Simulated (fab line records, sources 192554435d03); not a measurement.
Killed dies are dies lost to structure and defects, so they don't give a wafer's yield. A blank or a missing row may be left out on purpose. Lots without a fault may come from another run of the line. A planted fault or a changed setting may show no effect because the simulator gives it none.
Split-lot experiment | flow n5_finfet | 7 lots, 21 wafers read, on a route of 1938 steps

THE SPLIT
At N5_SD_EPI_N_EPI_21 (deposits Si:P, time 690 s), the setting time_s was moved away from the recipe's 690 s on 7 of the 21 wafers read, by -16.8% to +17.7%. The other wafers ran this setting at the recipe's value.

The reading is taken at the split's own step.

THE READING
Si-P_of_SD_EPI_N_EPI_21.thk_nm (the simulator's own value, which no gauge read), in nm, at N5_SD_EPI_N_EPI_21 (deposits Si:P, time 690 s). The file gives no usual value for it. The 14 wafers here that ran the recipe average 58.9 nm, standard deviation 0.69 nm.

wafer  | tool, chamber at the split | time_s as run, s | against the recipe | Si-P_of_SD_EPI_N_EPI_21.thk_nm, nm | against lot-mates on the recipe
L075.1 | epi_rpcvd-01, 0            | 690              | recipe             | 57.8                               | -
L075.2 | epi_rpcvd-01, 0            | 690              | recipe             | 58.4                               | -
L075.3 | epi_rpcvd-01, 0            | 690              | recipe             | 57.4                               | -
L076.4 | epi_rpcvd-02, 0            | 799.8            | +15.9%             | 65.4                               | +5.4
L076.6 | epi_rpcvd-02, 0            | 799.8            | +15.9%             | 65.4                               | +5.4
L076.5 | epi_rpcvd-02, 0            | 690              | recipe             | 60                                 | -
L077.1 | epi_rpcvd-01, 0            | 690              | recipe             | 58.6                               | -
L077.6 | epi_rpcvd-01, 0            | 690              | recipe             | 58.6                               | -
L077.3 | epi_rpcvd-01, 0            | 690              | recipe             | 58.8                               | -
L080.1 | epi_rpcvd-02, 0            | 812.1            | +17.7%             | 67.4                               | +7.6
L080.2 | epi_rpcvd-02, 0            | 812.1            | +17.7%             | 67                                 | +7.2
L080.5 | epi_rpcvd-02, 0            | 690              | recipe             | 59.8                               | -
L082.3 | epi_rpcvd-01, 0            | 573.8            | -16.8%             | 50.8                               | no lot-mate on the recipe
L082.4 | epi_rpcvd-01, 0            | 573.8            | -16.8%             | 52                                 | no lot-mate on the recipe
L082.6 | epi_rpcvd-01, 0            | 573.8            | -16.8%             | 51.4                               | no lot-mate on the recipe
L087.1 | epi_rpcvd-01, 0            | 690              | recipe             | 59                                 | -
L087.4 | epi_rpcvd-01, 0            | 690              | recipe             | 59.4                               | -
L087.5 | epi_rpcvd-01, 0            | 690              | recipe             | 59.4                               | -
L095.1 | epi_rpcvd-03, 0            | 690              | recipe             | 59.4                               | -
L095.3 | epi_rpcvd-03, 0            | 690              | recipe             | 58.8                               | -
L095.6 | epi_rpcvd-03, 0            | 690              | recipe             | 59                                 | -

THE FIT
A straight line over all 21 wafers: Si-P_of_SD_EPI_N_EPI_21.thk_nm changes by +0.444 nm for each +1% of time_s; r = +0.99; the points scatter about the line by 0.67 nm.
The same after taking each lot's own level away (the mean of its wafers on the recipe; 18 wafers): +0.384 nm for each +1%; r = +0.99; scatter 0.41 nm.
On that fit, the largest move of time_s shifts the reading by 6.8 nm.
The lots' own levels span 57.87 to 60.00 nm, that is 3.1 times the standard deviation above.
So the lot-to-lot level changes the slope: the two fits differ.
Check: with one of the wafers moved furthest among these (+17.7%) left out of the fit, the line predicts +6.46 nm for it against its lot-mates. It came out at +7.6 nm against them.

OTHER SPLITS ON THESE WAFERS
These wafers also went through other splits before the reading. Each is held against what the fit with the lots' levels taken away leaves over:
other split on the same wafers     | wafers away from the commonest value | r with Si-P_of_SD_EPI_N_EPI_21.thk_nm (lot level and that fit taken away)
N5_FIN_SAQP_ALD_61 temp_c          | 9                                    | -0.56
N5_FIN_SAQP_HM_DEP_03 time_s       | 3                                    | +0.50
N5_FIN_SAQP_DESCUM_21 time_s       | 11                                   | +0.31
N5_FIN_SAQP_ETCH_52 source_w       | 6                                    | +0.51
N5_SD_EPI_N_ETCH_45 target_depth_a | 7                                    | -0.15

THE FILE'S OWN FIT
Si-P_of_SD_EPI_N_EPI_21.thk_nm changes by +0.383 nm for each +1% of time_s, r = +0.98.
